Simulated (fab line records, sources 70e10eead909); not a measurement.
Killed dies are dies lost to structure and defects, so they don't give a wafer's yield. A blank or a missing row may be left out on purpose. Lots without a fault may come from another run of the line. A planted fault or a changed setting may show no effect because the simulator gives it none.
fab line records | flow nand_harc
record lots=24 wafers=72 last_day=24
route steps=1159 shown A_CONTACT@963 A_BLC@975 A_M0@1004
lots that met no fault: from a run of the same line without faults
start_h: hours from the record's first day to the start of the lot's first wafer shown | wait_h: hours since the lot's step before | " the same as in the row above | L1.1+2: a row that stands for several wafers | - no value, or no start given | * or withheld: withheld | < > ~ a bound
route shown NAME@n: a module of which the file shows steps, and the number in the route of the first | usual: mean/standard deviation of fault-free wafers | same: alike in all rows | chamber/n: place in a boat | sites: the reading at each site | _std_site: their standard deviation | _edge_site: outer sites' mean less inner sites' | radius_mm: how far each site lies from the wafer's centre | mask NAME#n: copy n | behind: the tool/chamber that last shaped the wafer | hold: why the lot was held/for how many hours/how that ended | device: the transistor (n, p or np) that didn't switch | end of line: the same wafers' tests at the end of the route | a step without rows: its recipe alone | killed: dies lost to structure and defects at the first sort, not the wafer's yield | map: a wafer's dies, x killed, . not, _ none there
set.NAME: the setting as run; set.NAME@STEP: as run at that earlier step | model.NAME: the simulator's own value behind a step, which no gauge read
steps of the route over a sample of lots; a table a step, a row a wafer
services: from which hour (start_h, from the record's first day; less than 0 if before it) a tool's chamber was out of use, for how many hours, and why
## steps
# step NHARC_A_CONTACT_INSPECT_23
# usual raw_defect_count=433/110
# columns lot.wafer tool chamber start_h wait_h raw_defect_count
L075.3 defect_inspect-02 - 394.19 0.1 358
L075.4 " - " " 378
L075.5 " - " " 389
L074.2 defect_inspect-02 - 394.91 0.1 436
L074.5 " - " " 420
L074.6 " - " " 385
L076.1 defect_inspect-02 - 399.98 0.1 396
L076.2 " - " " 659
L076.5 " - " " 427
L077.1 defect_inspect-01 - 400.69 0.1 325
L077.3 " - " " 247
L077.4 " - " " 369
L078.1 defect_inspect-02 - 426.05 0.1 383
L078.2 " - " " 299
L078.3 " - " " 276
L079.2 defect_inspect-02 - 427.04 0.1 256
L079.5 " - " " 311
L079.6 " - " " 386
L080.3 defect_inspect-02 - 427.78 0.1 473
L080.4 " - " " 298
L080.5 " - " " 451
L082.2 defect_inspect-02 - 436.59 0.1 415
L082.3 " - " " 580
L082.4 " - " " 661
L083.1 defect_inspect-01 - 438.92 0.1 321
L083.2 " - " " 321
L083.6 " - " " 454
L081.1 defect_inspect-01 - 443.49 0.1 419
L081.4 " - " " 552
L081.5 " - " " 497
L086.2 defect_inspect-02 - 453.98 0.1 651
L086.5 " - " " 533
L086.6 " - " " 578
L084.2 defect_inspect-02 - 458.43 0.1 739
L084.4 " - " " 558
L084.5 " - " " 567
L085.1 defect_inspect-01 - 466.82 0.1 332
L085.4 " - " " 322
L085.6 " - " " 436
L087.1 defect_inspect-01 - 468.46 0.1 511
L087.2 " - " " 419
L087.4 " - " " 360
L089.3 defect_inspect-02 - 473.56 0.1 386
L089.4 " - " " 329
L089.6 " - " " 337
L088.1 defect_inspect-01 - 475.02 0.1 599
L088.4 " - " " 677
L088.6 " - " " 582
L090.2 defect_inspect-02 - 499.97 0.1 513
L090.4 " - " " 315
L090.5 " - " " 522
L093.1 defect_inspect-02 - 500.71 0.1 496
L093.2 " - " " 351
L093.6 " - " " 445
L091.2 defect_inspect-02 - 505.17 0.1 455
L091.3 " - " " 524
L091.5 " - " " 440
L094.1 defect_inspect-02 - 517.17 0.1 491
L094.4 " - " " 369
L094.5 " - " " 539
L092.1 defect_inspect-02 - 517.66 0.1 361
L092.3 " - " " 345
L092.6 " - " " 377
L095.2 defect_inspect-02 - 519.48 0.1 442
L095.3 " - " " 450
L095.6 " - " " 351
L096.2 defect_inspect-01 - 524.82 0.1 448
L096.3 " - " " 419
L096.4 " - " " 390
L097.1 defect_inspect-02 - 536.98 0.1 397
L097.2 " - " " 461
L097.4 " - " " 391
# step NHARC_A_BLC_OVL_MEAS_11
# usual overlay_x_nm=0.0/0.8 overlay_y_nm=0.0/1.1
# columns lot.wafer tool chamber start_h wait_h overlay_x_nm overlay_y_nm
L075.3 overlay-01 - 394.66 - 0.5 0.6
L075.4 " - " " -0.2 1.4
L075.5 " - " " 0.6 1.1
L074.2 overlay-01 - 395.38 - 2.1 0.4
L074.5 " - " " 1.2 0.8
L074.6 " - " " 1.6 1.0
L076.1 overlay-01 - 400.45 - -0.7 0.4
L076.2 " - " " -0.9 0.8
L076.5 " - " " -0.3 0.6
L077.1 overlay-02 - 401.16 - 0.1 -0.1
L077.3 " - " " -0.3 -0.4
L077.4 " - " " -0.4 -0.6
L078.1 overlay-02 - 426.51 - -0.6 -2.0
L078.2 " - " " -0.3 -1.6
L078.3 " - " " -0.3 -1.0
L079.2 overlay-02 - 427.51 - 1.2 0.4
L079.5 " - " " 1.1 -0.1
L079.6 " - " " 1.6 0.1
L080.3 overlay-02 - 428.26 - 0.0 0.4
L080.4 " - " " -0.3 -0.5
L080.5 " - " " -0.3 -0.4
L082.2 overlay-01 - 437.18 - -1.8 0.3
L082.3 " - " " -0.9 0.0
L082.4 " - " " -1.0 0.2
L083.1 overlay-01 - 439.53 - 0.8 1.7
L083.2 " - " " 0.2 2.0
L083.6 " - " " 0.5 1.9
L081.1 overlay-02 - 443.96 - 0.8 1.7
L081.4 " - " " 0.3 1.6
L081.5 " - " " 0.7 1.0
L086.2 overlay-02 - 454.58 - -0.2 -0.2
L086.5 " - " " -0.7 -0.3
L086.6 " - " " -0.4 0.0
L084.2 overlay-02 - 458.91 - 0.2 0.4
L084.4 " - " " 0.1 0.8
L084.5 " - " " 0.4 1.0
L085.1 overlay-01 - 467.29 - 0.1 -0.6
L085.4 " - " " -0.2 -0.6
L085.6 " - " " 0.3 0.1
L087.1 overlay-01 - 469.05 - 0.0 -1.0
L087.2 " - " " 0.3 0.1
L087.4 " - " " -0.6 -0.5
L089.3 overlay-01 - 474.15 - 1.0 0.9
L089.4 " - " " 0.7 1.1
L089.6 " - " " 0.4 1.3
L088.1 overlay-02 - 475.49 - -2.1 0.0
L088.4 " - " " -1.7 -0.2
L088.6 " - " " -1.7 -0.2
L090.2 overlay-02 - 500.56 - 0.4 0.1
L090.4 " - " " 0.4 -0.1
L090.5 " - " " 0.3 -0.3
L093.1 overlay-02 - 501.30 - -0.4 -2.1
L093.2 " - " " -0.3 -2.2
L093.6 " - " " -0.2 -1.2
L091.2 overlay-01 - 505.78 - -0.5 0.8
L091.3 " - " " -0.5 0.5
L091.5 " - " " -0.5 0.5
L094.1 overlay-02 - 517.77 - 0.4 -2.0
L094.4 " - " " -0.4 -2.1
L094.5 " - " " 0.0 -2.4
L092.1 overlay-01 - 518.13 - -0.5 -2.0
L092.3 " - " " 0.2 -0.8
L092.6 " - " " 0.3 -1.3
L095.2 overlay-02 - 520.07 - 0.2 -1.5
L095.3 " - " " 0.4 -1.2
L095.6 " - " " 0.5 -0.9
L096.2 overlay-01 - 525.30 - 0.7 0.5
L096.3 " - " " 1.3 0.5
L096.4 " - " " 0.1 1.1
L097.1 overlay-02 - 537.45 - -0.1 0.5
L097.2 " - " " -0.6 0.3
L097.4 " - " " -0.5 -0.2
# step NHARC_A_BLC_ETCH_18
# recipe target_depth_a=9100 c4f8_flow_sccm=20 o2_flow_sccm=10 ar_flow_sccm=withheld rf_w=600 bias_w=1500 chemistry=C4F8/O2/Ar
# usual oes_product_au=0.948/0.021 rf_vpp_V=976/7.2
# columns lot.wafer tool chamber start_h wait_h oes_product_au rf_hours_counter_h rf_vpp_V
L075.3 rie_diel-11 3 - - 0.962 3 985
L075.5 " 3 " " 0.966 - 986
L075.4 " 2 " " 0.963 - 980
L074.2 rie_diel-08 0 - - 0.923 10 968
L074.5 " 2 " " 0.914 - 983
L074.6 " 3 " " 0.918 - 969
L076.2 rie_diel-08 1 - - 0.953 10 969
L076.1 " 3 " " 0.953 10 970
L076.5 " 0 " " 0.954 - 969
L077.4 rie_diel-11 3 - - 0.970 4 985
L077.1 " 0 " " 0.970 3 983
L077.3 " 2 " " 0.956 3 981
L078.2 rie_diel-08 0 - - 0.913 12 966
L078.3 " 2 " " 0.919 12 982
L078.1 " 3 " " 0.928 11 970
L079.2 rie_diel-11 3 - - 0.975 6 986
L079.6 " 3 " " 0.972 - 984
L079.5 " 0 " " 0.952 - 981
L080.3 rie_diel-08 2 - - 0.934 12 983
L080.4 " 0 " " 0.926 - 969
L080.5 " 2 " " 0.931 - 984
L082.4 rie_diel-08 0 - - 0.932 16 966
L082.2 " 2 " " 0.930 14 983
L082.3 " 3 " " 0.923 15 970
L083.1 rie_diel-11 0 - - 0.963 6 984
L083.2 " 1 " " 0.963 7 983
L083.6 " 0 " " 0.974 - 983
L081.4 rie_diel-08 0 - - 0.962 16 968
L081.1 " 1 " " 0.974 14 970
L081.5 " 0 " " 0.967 - 968
L086.2 rie_diel-08 3 - - 0.982 16 968
L086.5 " 1 " " 0.964 - 969
L086.6 " 2 " " 0.975 - 985
L084.2 rie_diel-08 3 - - 0.945 17 970
L084.4 " 0 " " 0.942 18 966
L084.5 " 2 " " 0.935 - 984
L085.1 rie_diel-08 3 - - 0.937 18 970
L085.4 " 1 " " 0.930 17 969
L085.6 " 0 " " 0.932 - 969
L087.4 rie_diel-11 1 - - 0.930 10 982
L087.2 " 2 " " 0.923 10 981
L087.1 " 3 " " 0.939 10 985
L089.4 rie_diel-11 0 - - 0.923 9 982
L089.3 " 1 " " 0.933 10 982
L089.6 " 0 " " 0.935 - 983
L088.4 rie_diel-08 3 - - 0.930 19 969
L088.1 " 2 " " 0.912 18 985
L088.6 " 0 " " 0.927 - 967
L090.2 rie_diel-11 2 - - 0.933 11 979
L090.4 " 3 " " 0.919 11 985
L090.5 " 2 " " 0.925 - 978
L093.2 rie_diel-08 2 - - 0.950 1 985
L093.1 " 0 " " 0.979 1 968
L093.6 " 2 " " 0.962 - 984
L091.3 rie_diel-08 2 - - 0.962 2 984
L091.2 " 3 " " 0.984 2 970
L091.5 " 1 " " 0.972 - 968
L094.1 rie_diel-08 0 - - 0.972 4 969
L094.4 " 2 " " 0.955 3 984
L094.5 " 0 " " 0.981 - 967
L092.1 rie_diel-11 1 - - 0.976 13 984
L092.3 " 2 " " 0.969 13 979
L092.6 " 0 " " 0.976 - 984
L095.3 rie_diel-11 3 - - 0.929 13 983
L095.2 " 1 " " 0.934 14 985
L095.6 " 0 " " 0.920 - 986
L096.4 rie_diel-08 3 - - 0.973 4 968
L096.3 " 0 " " 0.968 4 967
L096.2 " 1 " " 0.964 4 970
L097.2 rie_diel-08 3 - - 0.920 6 970
L097.1 " 0 " " 0.929 6 968
L097.4 " 0 " " 0.918 - 969
# step NHARC_A_BLC_STRIP_21
# recipe o2_flow_sccm=500 ar_flow_sccm=0 bias_w=0 chemistry=O2
# usual drypump_motor_current_A=5.6/0.42 oes_product_au=1.001/0.0065 rf_vpp_V=57.8/0.91 showerhead_plenum_p_Torr=3.55/0.16 throttle_valve_pct=17.037/0.0094
# columns lot.wafer tool chamber start_h wait_h drypump_motor_current_A oes_product_au rf_hours_counter_h rf_vpp_V showerhead_plenum_p_Torr throttle_valve_pct
L075.3 rie_diel-11 2 396.11 0.1 6.2 1.013 3 57.2 3.56 17.035
L075.4 " 2 " " 6.2 0.998 - 57.2 3.56 17.046
L075.5 " 3 " " 5.3 0.998 - 58.2 3.70 17.040
L074.2 rie_diel-08 3 396.91 0.1 5.1 1.012 9 57.0 3.33 17.040
L074.6 " 1 " " 5.9 1.006 - 58.1 3.33 17.051
L074.5 " 2 " " 5.5 0.993 - 58.8 3.67 17.034
L076.2 rie_diel-08 3 401.74 0.1 5.1 1.001 10 57.0 3.33 17.033
L076.1 " 0 " " 4.8 1.001 10 56.4 3.28 17.031
L076.5 " 2 " " 5.5 1.007 - 57.3 3.67 17.036
L077.4 rie_diel-08 1 402.41 0.1 5.9 1.007 11 58.9 3.33 17.046
L077.3 " 2 " " 5.5 1.006 10 58.8 3.67 17.032
L077.1 " 3 " " 5.1 1.010 10 57.3 3.33 17.021
L078.3 rie_diel-05 0 427.95 0.1 5.3 0.999 28 55.5 3.38 17.045
L078.2 " 1 " " 6.5 1.001 25 56.7 3.36 17.026
L078.1 " 2 " " 5.6 0.995 24 57.7 3.49 17.034
L079.2 rie_diel-11 3 428.77 0.1 5.3 0.997 6 58.1 3.69 17.037
L079.6 " 1 " " 5.3 0.994 - 58.1 3.67 17.042
L079.5 " 2 " " 6.2 0.997 - 57.4 3.56 17.041
L080.3 rie_diel-11 3 429.69 0.1 5.4 0.997 6 57.4 3.70 17.052
L080.4 " 2 " " 6.2 1.013 6 59.3 3.56 17.039
L080.5 " 3 " " 5.4 1.002 - 57.7 3.70 17.031
L082.4 rie_diel-11 2 438.44 0.1 6.2 1.004 7 59.4 3.56 17.043
L082.3 " 3 " " 5.4 0.988 7 58.0 3.69 17.048
L082.2 " 0 " " 5.9 0.992 6 58.5 3.67 17.034
L083.1 rie_diel-08 3 440.81 0.1 5.1 1.001 15 57.7 3.33 17.038
L083.2 " 0 " " 4.9 0.997 16 58.6 3.28 17.033
L083.6 " 2 " " 5.5 0.991 - 58.1 3.67 17.036
L081.1 rie_diel-11 0 445.20 0.1 5.9 0.992 7 57.5 3.66 17.067
L081.4 " 2 " " 6.2 1.012 8 58.2 3.56 17.046
L081.5 " 1 " " 5.3 1.010 - 57.6 3.67 17.023
L086.2 rie_diel-08 1 455.87 0.1 5.8 0.995 15 57.4 3.33 17.039
L086.6 " 2 " " 5.5 1.006 - 56.1 3.67 17.056
L086.5 " 3 " " 5.1 1.005 - 57.2 3.32 17.031
L084.4 rie_diel-11 2 460.31 0.1 6.2 0.996 9 57.9 3.56 17.043
L084.2 " 0 " " 5.9 0.998 8 57.6 3.66 17.054
L084.5 " 3 " " 5.3 0.996 - 58.6 3.69 17.038
L085.4 rie_diel-11 2 468.54 0.1 6.2 1.005 9 58.8 3.56 17.037
L085.1 " 1 " " 5.3 1.002 9 57.5 3.67 17.023
L085.6 " 2 " " 6.2 1.007 - 58.8 3.56 17.030
L087.1 rie_diel-08 0 470.30 0.1 4.9 0.991 20 55.8 3.28 17.040
L087.4 " 1 " " 5.8 1.001 17 59.0 3.33 17.032
L087.2 " 2 " " 5.5 0.991 18 57.3 3.66 17.054
L089.4 rie_diel-11 1 475.41 0.1 5.3 1.013 10 56.5 3.67 17.041
L089.3 " 2 " " 6.2 1.001 10 58.4 3.56 17.038
L089.6 " 0 " " 5.9 0.991 - 57.8 3.66 17.032
L088.1 rie_diel-11 2 476.76 0.1 6.2 0.993 10 58.2 3.56 17.029
L088.4 " 3 " " 5.4 0.999 10 57.8 3.69 17.036
L088.6 " 1 " " 5.3 0.999 - 57.8 3.67 17.056
L090.4 rie_diel-11 1 501.81 0.1 5.3 1.015 11 58.7 3.67 17.043
L090.2 " 3 " " 5.4 1.001 11 58.7 3.69 17.038
L090.5 " 1 " " 5.3 1.008 - 58.3 3.67 17.018
L093.1 rie_diel-11 2 502.55 0.1 6.2 1.004 11 57.1 3.56 17.035
L093.2 " 0 " " 6.0 1.011 10 58.6 3.66 17.042
L093.6 " 2 " " 6.2 1.011 - 58.0 3.56 17.045
L091.2 rie_diel-11 0 507.02 0.1 5.9 0.992 11 59.1 3.66 17.020
L091.3 " 1 " " 5.3 0.994 12 57.4 3.67 17.033
L091.5 " 1 " " 5.3 0.992 - 59.3 3.67 17.047
L094.1 rie_diel-08 3 519.02 0.1 5.1 0.998 3 57.0 3.32 17.030
L094.4 " 1 " " 5.9 1.005 4 58.1 3.32 17.043
L094.5 " 3 " " 5.1 1.004 - 57.4 3.32 17.014
L092.1 rie_diel-08 0 519.43 0.1 4.9 0.999 4 57.1 3.28 17.039
L092.3 " 2 " " 5.5 0.994 4 58.7 3.66 17.037
L092.6 " 1 " " 5.8 0.995 - 57.2 3.32 17.030
L095.2 rie_diel-08 1 521.33 0.1 5.8 0.997 4 57.5 3.32 17.046
L095.3 " 2 " " 5.5 1.012 4 57.6 3.66 17.038
L095.6 " 0 " " 4.9 1.012 - 58.2 3.27 17.018
L096.4 rie_diel-11 1 526.55 0.1 5.3 1.011 14 58.5 3.67 17.033
L096.2 " 2 " " 6.2 1.009 14 58.2 3.55 17.024
L096.3 " 3 " " 5.3 0.999 14 57.8 3.69 17.040
L097.4 rie_diel-11 2 538.88 0.1 6.2 0.994 15 57.8 3.55 17.045
L097.2 " 3 " " 5.3 0.998 14 58.5 3.69 17.039
L097.1 " 1 " " 5.3 0.998 16 59.5 3.67 17.032
# step NHARC_A_BLC_CVD_24
# recipe target_thk_a=1500 temp_c=300 pressure_torr=40 wf6_flow_sccm=40 h2_flow_sccm=1600 ar_flow_sccm=1560 time_s=434 material=W
# usual heater_power_w=477/49 throttle_valve_pct=7.79/0.22
# same time_s=434
# columns lot.wafer tool chamber start_h wait_h heater_power_w throttle_valve_pct
L075.4 cvd_w-02 1 - - 473 7.84
L075.3 " 0 " " 529 7.99
L075.5 " 1 " " 471 7.77
L074.2 cvd_w-02 1 - - 470 8.08
L074.5 " 0 " " 519 7.83
L074.6 " 1 " " 488 7.83
L076.1 cvd_w-01 0 403.37 - 393 7.56
L076.2 " 1 " " 441 7.84
L076.5 " 0 " " 397 7.56
L077.1 cvd_w-01 1 - - 437 7.85
L077.3 " 1 " " 453 8.06
L077.4 " 0 " " 395 7.46
L078.2 cvd_w-02 0 - - 534 7.54
L078.1 " 1 " " 477 7.78
L078.3 " 1 " " 467 7.89
L079.2 cvd_w-02 0 - - 541 7.87
L079.5 " 1 " " 475 7.85
L079.6 " 0 " " 535 7.95
L080.3 cvd_w-02 1 - - 474 7.74
L080.4 " 0 " " 534 7.66
L080.5 " 1 " " 478 7.78
L082.2 cvd_w-02 1 - - 469 7.80
L082.3 " 1 " " 475 8.03
L082.4 " 0 " " 540 7.88
L083.2 cvd_w-02 1 - - 467 8.11
L083.1 " 0 " " 534 7.87
L083.6 " 0 " " 517 7.95
L081.1 cvd_w-01 1 - - 457 7.76
L081.4 " 0 " " 400 7.57
L081.5 " 0 " " 404 7.64
L086.2 cvd_w-01 1 - - 452 8.05
L086.5 " 0 " " 397 8.01
L086.6 " 1 " " 443 7.74
L084.2 cvd_w-02 0 - - 535 7.81
L084.4 " 1 " " 482 7.94
L084.5 " 1 " " 481 7.91
L085.1 cvd_w-02 0 - - 524 7.78
L085.4 " 0 " " 526 7.85
L085.6 " 0 " " 536 8.14
L087.2 cvd_w-01 1 - - 456 7.96
L087.1 " 0 " " 412 7.51
L087.4 " 1 " " 450 8.08
L089.4 cvd_w-02 0 - - 531 7.95
L089.3 " 1 " " 478 7.69
L089.6 " 1 " " 480 7.84
L088.1 cvd_w-01 1 - - 486 7.78
L088.4 " 1 " " 473 7.58
L088.6 " 1 " " 489 8.04
L090.2 cvd_w-02 0 - - 527 7.86
L090.4 " 1 " " 473 8.03
L090.5 " 0 " " 521 7.85
L093.1 cvd_w-01 0 - - 379 7.56
L093.2 " 1 " " 486 7.62
L093.6 " 0 " " 377 7.18
L091.2 cvd_w-02 1 - - 481 8.09
L091.3 " 1 " " 479 8.12
L091.5 " 0 " " 528 7.98
L094.1 cvd_w-02 1 - - 485 7.68
L094.4 " 1 " " 484 8.18
L094.5 " 0 " " 545 8.23
L092.1 cvd_w-02 0 - - 522 7.98
L092.3 " 1 " " 473 8.09
L092.6 " 0 " " 527 8.00
L095.2 cvd_w-02 0 - - 540 7.89
L095.3 " 1 " " 484 7.75
L095.6 " 1 " " 475 7.97
L096.2 cvd_w-01 0 - - 392 7.23
L096.4 " 1 " " 481 7.71
L096.3 " 0 " " 381 7.39
L097.2 cvd_w-01 1 - - 489 7.55
L097.1 " 0 " " 383 7.32
L097.4 " 0 " " 394 7.52
# step NHARC_A_M0_CD_MEAS_09
# recipe target_cd_nm=80 landing_energy_ev=500
# usual cd_nm=79.8/0.52
# columns lot.wafer tool chamber start_h wait_h cd_nm
L075.3 cd_sem-02 0 401.87 - 78.8
L075.4 " 0 " " 79.0
L075.5 " 0 " " 79.6
L074.2 cd_sem-02 0 402.73 - 80.6
L074.5 " 0 " " 79.7
L074.6 " 0 " " 79.4
L076.1 cd_sem-03 0 405.63 - 79.3
L076.2 " 0 " " 79.8
L076.5 " 0 " " 79.8
L077.1 cd_sem-02 0 405.72 - 78.8
L077.3 " 0 " " 78.6
L077.4 " 0 " " 78.8
L078.1 cd_sem-02 0 431.69 - 79.6
L078.2 " 0 " " 80.1
L078.3 " 0 " " 79.6
L079.2 cd_sem-01 0 432.14 - 80.2
L079.5 " 0 " " 80.7
L079.6 " 0 " " 80.4
L080.3 cd_sem-02 0 432.81 - 79.9
L080.4 " 0 " " 80.3
L080.5 " 0 " " 79.4
L082.2 cd_sem-03 0 443.44 - 80.1
L082.3 " 0 " " 80.0
L082.4 " 0 " " 80.8
L083.1 cd_sem-03 0 448.92 - 78.9
L083.2 " 0 " " 78.7
L083.6 " 0 " " 79.6
L081.1 cd_sem-03 0 449.22 - 79.3
L081.4 " 0 " " 79.7
L081.5 " 0 " " 78.8
L086.2 cd_sem-02 0 458.55 - 79.8
L086.5 " 0 " " 79.1
L086.6 " 0 " " 79.5
L084.2 cd_sem-01 0 466.89 - 79.9
L084.4 " 0 " " 80.2
L084.5 " 0 " " 80.2
L085.1 cd_sem-01 0 472.96 - 79.6
L085.4 " 0 " " 79.8
L085.6 " 0 " " 79.8
L087.1 cd_sem-02 0 474.47 - 79.5
L087.2 " 0 " " 80.3
L087.4 " 0 " " 80.3
L089.3 cd_sem-02 0 483.34 - 79.7
L089.4 " 0 " " 79.4
L089.6 " 0 " " 79.5
L088.1 cd_sem-01 0 490.56 - 80.2
L088.4 " 0 " " 79.4
L088.6 " 0 " " 80.1
L090.2 cd_sem-01 0 506.43 - 80.0
L090.4 " 0 " " 79.9
L090.5 " 0 " " 80.3
L093.1 cd_sem-03 0 506.58 - 80.2
L093.2 " 0 " " 79.8
L093.6 " 0 " " 79.6
L091.2 cd_sem-01 0 510.69 - 80.0
L091.3 " 0 " " 79.4
L091.5 " 0 " " 79.5
L094.1 cd_sem-01 0 521.73 - 80.1
L094.4 " 0 " " 79.4
L094.5 " 0 " " 79.9
L092.1 cd_sem-01 0 522.17 - 79.0
L092.3 " 0 " " 80.6
L092.6 " 0 " " 79.9
L095.2 cd_sem-02 0 524.96 - 79.9
L095.3 " 0 " " 79.4
L095.6 " 0 " " 79.6
L096.2 cd_sem-03 0 537.23 - 80.2
L096.3 " 0 " " 79.8
L096.4 " 0 " " 80.3
L097.1 cd_sem-01 0 541.62 - 80.2
L097.2 " 0 " " 80.1
L097.4 " 0 " " 80.5
## services
# columns tool chamber start_h hours kind
cvd_w-02 - 376.62 13.0 pm
rie_diel-08 0 384.30 - clean
rie_diel-08 1 384.30 - clean
rie_diel-08 2 384.30 - clean
rie_diel-08 3 384.30 - clean
rie_diel-11 1 390.37 3.6 repair
rie_diel-11 0 392.55 7.3 repair
rie_diel-08 0 408.80 - clean
rie_diel-08 1 408.80 - clean
rie_diel-08 2 408.80 - clean
rie_diel-08 3 408.80 - clean
cvd_w-02 1 413.28 5.7 repair
rie_diel-08 1 414.31 14.9 repair
rie_diel-08 0 433.35 - clean
rie_diel-08 1 433.35 - clean
rie_diel-08 2 433.35 - clean
rie_diel-08 3 433.35 - clean
rie_diel-11 0 447.10 4.2 repair
rie_diel-08 0 457.85 - clean
cvd_w-01 - 475.71 13.0 pm
rie_diel-08 - 478.84 9.0 pm
rie_diel-11 - 486.93 0.9 repair
rie_diel-05 - 517.68 9.0 pm
rie_diel-08 2 526.94 33.3 repair
## key
fault none
